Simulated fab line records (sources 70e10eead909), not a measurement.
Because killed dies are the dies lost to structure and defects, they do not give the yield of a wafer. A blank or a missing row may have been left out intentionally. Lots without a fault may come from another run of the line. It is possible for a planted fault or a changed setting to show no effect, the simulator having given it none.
Which tool was responsible? | flow nand-harc | 11 lots with 33 wafers sampled at 5 steps, on a route of 1159 steps

WHAT THE GAUGES READ, wafer by wafer
NHARC_A_ZERO_WELL_CD_MEAS_10 targets a cd of 2000 nm.
lot  | measured     | on        | cd-nm (nm)
L864 | day 6 07:57  | cd-sem-03 | 2000.9 2001.9 2001.1
L871 | day 8 07:14  | cd-sem-02 | 1997.9 1997.3 1998.8
L873 | day 8 10:55  | cd-sem-02 | 2001.5 1999.7 2000.1
L875 | day 9 01:29  | cd-sem-02 | 2002.0 2001.4 2002.4
L877 | day 9 20:22  | cd-sem-02 | 2000.7 2000.1 2001.3
L878 | day 10 09:53 | cd-sem-01 | 1998.4 1999.5 1997.3
L880 | day 10 15:51 | cd-sem-03 | 1999.9 2000.4 2000.7
L882 | day 10 17:55 | cd-sem-02 | 1997.4 1996.8 1998.7
L883 | day 11 01:09 | cd-sem-01 | 2000.7 1998.2 1999.2
L884 | day 11 12:04 | cd-sem-03 | 1998.0 1998.0 1999.1
L885 | day 11 17:40 | cd-sem-02 | 2003.0 2000.3 2000.6

NHARC_A_SOURCE_PLATE_INSPECT_08.
lot  | measured     | on                | raw-defect-count
L864 | day 7 08:55  | defect-inspect-02 | 54 74 78
L871 | day 9 05:37  | defect-inspect-02 | 51 46 90
L873 | day 9 08:41  | defect-inspect-02 | 73 61 72
L875 | day 9 23:36  | defect-inspect-02 | 45 52 63
L877 | day 10 18:34 | defect-inspect-01 | 76 67 102
L878 | day 11 10:32 | defect-inspect-01 | 47 30 45
L880 | day 11 13:56 | defect-inspect-01 | 116 71 90
L882 | day 11 13:58 | defect-inspect-01 | 59 72 62
L883 | day 12 01:13 | defect-inspect-02 | 70 36 29
L884 | day 12 10:23 | defect-inspect-02 | 49 40 37
L885 | day 12 17:38 | defect-inspect-02 | 50 29 69

NHARC_A_ONON_D1_THK_MEAS_08: measures by ellipsometry.
lot  | measured     | on            | thk-nm (nm)
L864 | day 7 10:46  | film-metro-01 | 1009 1008 1008
L871 | day 9 07:20  | film-metro-01 | 899 896 897
L873 | day 9 10:26  | film-metro-01 | 880 879 879
L875 | day 10 01:18 | film-metro-01 | 887 886 886
L877 | day 10 20:17 | film-metro-02 | 1001 1001 1002
L878 | day 11 12:14 | film-metro-02 | 1007 1008 1006
L880 | day 11 15:38 | film-metro-01 | 996 996 998
L882 | day 11 15:44 | film-metro-01 | 994 992 994
L883 | day 12 02:56 | film-metro-02 | 994 996 993
L884 | day 12 12:06 | film-metro-02 | 1023 1023 1023
L885 | day 12 19:20 | film-metro-01 | 997 996 997

NHARC_A_ONON_D1_THK_MEAS_18: measures by ellipsometry.
lot  | measured     | on            | thk-nm (nm)
L864 | day 7 20:15  | film-metro-02 | 988 987 989
L871 | day 9 19:35  | film-metro-01 | 995 993 995
L873 | day 9 19:35  | film-metro-02 | 997 996 998
L875 | day 10 11:28 | film-metro-01 | 999 999 999
L877 | day 11 05:00 | film-metro-01 | 992 995 996
L878 | day 11 20:42 | film-metro-01 | 1000 997 996
L880 | day 12 00:11 | film-metro-02 | 995 997 996
L882 | day 12 00:12 | film-metro-02 | 1012 1010 1011
L883 | day 12 11:08 | film-metro-01 | 983 982 982
L884 | day 12 21:30 | film-metro-02 | 1012 1012 1011
L885 | day 13 04:33 | film-metro-02 | 1031 1031 1030

EACH LOT AND THE TOOL THAT RAN IT (in order: tool; ch and the chambers of the sampled wafers; start)
lot  | NHARC_A_ONON_D1_DEP_06
L864 | pecvd-onon-01 ch 0, day 7 10:16
L871 | pecvd-onon-03 ch 0, day 9 06:49
L873 | pecvd-onon-03 ch 0, day 9 10:03
L875 | pecvd-onon-03 ch 0, day 10 00:47
L877 | pecvd-onon-02 ch 0, day 10 19:46
L878 | pecvd-onon-02 ch 0, day 11 11:47
L880 | pecvd-onon-02 ch 0, day 11 15:08
L882 | pecvd-onon-01 ch 0, day 11 15:12
L883 | pecvd-onon-02 ch 0, day 12 02:25
L884 | pecvd-onon-01 ch 0, day 12 11:35
L885 | pecvd-onon-02 ch 0, day 12 18:53
- NHARC_A_ONON_D1_DEP_06: target thk 1000 nm.

WHAT THE TOOLS THEMSELVES READ (means of the sampled wafers that have a number; where no wafer has one, the mark that the record gives instead)
NHARC_A_ONON_D1_DEP_06.
lot  | tool          | susceptor-temp-C (C)
L864 | pecvd-onon-01 | 400.19
L871 | pecvd-onon-03 | 399.88
L873 | pecvd-onon-03 | 400.13
L875 | pecvd-onon-03 | 399.55
L877 | pecvd-onon-02 | 400.12
L878 | pecvd-onon-02 | 399.73
L880 | pecvd-onon-02 | 399.92
L882 | pecvd-onon-01 | 400.05
L883 | pecvd-onon-02 | 400.06
L884 | pecvd-onon-01 | 400.00
L885 | pecvd-onon-02 | 399.96

THE ANSWER, worked out from the rows above alone
Rule: what is usual is taken from the lots themselves. The widest of any qualifying gaps counts: lots, ordered by their means at a reading, are off when they make up no more than a third of the lots, leave a main group of 4 or more, and stand apart from it by 3 or more times the standard deviation of that group's means. If all means in a main group match to the digits the tables above print for the reading, that group is not used. A lot without any number at a reading at which 4 lots or more have one is off too. All remaining lots with rows at the step are treated as sound. Order of review: gauges by route order, followed by the tools' own readings, for which a lot's mean as printed above is used. At the first step where some lot is off, the reading lying furthest off is the one used; lots without a number count as furthest.
Off: L871, L873, L875 (NHARC_A_ONON_D1_THK_MEAS_08, thk-nm). Main group: mean 1003 nm, sd 9.3.
If a tool, at a process step before that reading, ran all the lots that are off and no sound lot after the first of them, it fits. Those tools and the gauges at NHARC_A_ONON_D1_THK_MEAS_08 are tried in the same way. One fits: NHARC_A_ONON_D1_DEP_06 on pecvd-onon-03. It ran no sound lot before its first lot that is off in this sample, so the start can't be narrowed down.

WHAT THE SIMULATOR PUT IN
Site profile drift: pecvd-onon-03, from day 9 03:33 on, at NHARC_A_ONON_D1_DEP_06. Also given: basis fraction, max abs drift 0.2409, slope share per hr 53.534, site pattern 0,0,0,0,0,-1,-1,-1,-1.
Lots struck among those shown: L871, L873, L875. The rule above reached the same finding.
